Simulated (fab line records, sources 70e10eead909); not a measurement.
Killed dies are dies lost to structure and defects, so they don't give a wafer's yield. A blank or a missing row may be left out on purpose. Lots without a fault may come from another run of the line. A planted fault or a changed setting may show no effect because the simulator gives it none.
Chamber matching | flow nand_harc | NHARC_A_STAIRCASE_DESCUM_11 on rie_diel-07: 4 sister chambers
The step chemistry O2, time 3 s. 8 wafers are shown with their chamber, then 10 later ones without.

WAFERS WITH THEIR CHAMBER
wafer  | chamber | drypump_motor_current_A (A) | showerhead_plenum_p_Torr (Torr)
L083.4 | 1       | 5.0                         | 1.96
L086.5 | 3       | 5.2                         | 1.88
L086.6 | 2       | 5.2                         | 1.98
L091.2 | 2       | 5.2                         | 1.98
L091.3 | 3       | 5.3                         | 1.87
L091.4 | 1       | 5.0                         | 1.95
L093.4 | 0       | 6.1                         | 2.02
L093.5 | 0       | 6.2                         | 2.02

WAFERS WITHOUT THEIR CHAMBER
wafer  | drypump_motor_current_A (A) | showerhead_plenum_p_Torr (Torr)
L093.6 | 5.2                         | 1.87
L095.1 | 5.2                         | 1.97
L095.3 | 6.2                         | 2.02
L095.4 | 5.0                         | 1.95
L096.1 | 5.3                         | 1.87
L096.3 | 5.2                         | 1.97
L096.5 | 5.2                         | 1.97
L097.3 | 6.1                         | 2.01
L097.4 | 5.0                         | 1.95
L097.5 | 6.1                         | 2.01

WHICH CHAMBER EACH WENT THROUGH
wafer  | from the rows above | in truth
L093.6 | 3                   | 3
L095.1 | 2                   | 2
L095.3 | 0                   | 0
L095.4 | 1                   | 1
L096.1 | 3                   | 3
L096.3 | 2                   | 2
L096.5 | 2                   | 2
L097.3 | 0                   | 0
L097.4 | 1                   | 1
L097.5 | 0                   | 0
Placed correctly: 10 of 10. Can't be placed from these rows: 0. Placed wrongly: 0.
How it was worked out, from the rows above alone: a wafer's distance from a chamber is the root of the sum, over the readings, of the square of ((its reading less the chamber's mean) divided by the reading's scatter). The wafer belongs to the nearest chamber; if the next one is less than 2 further off, it can't be placed. A chamber's mean is the mean of its shown wafers. The scatter: the root of (the sum of the squares of (reading less its chamber's mean) over the shown wafers, divided by (wafers less chambers)).
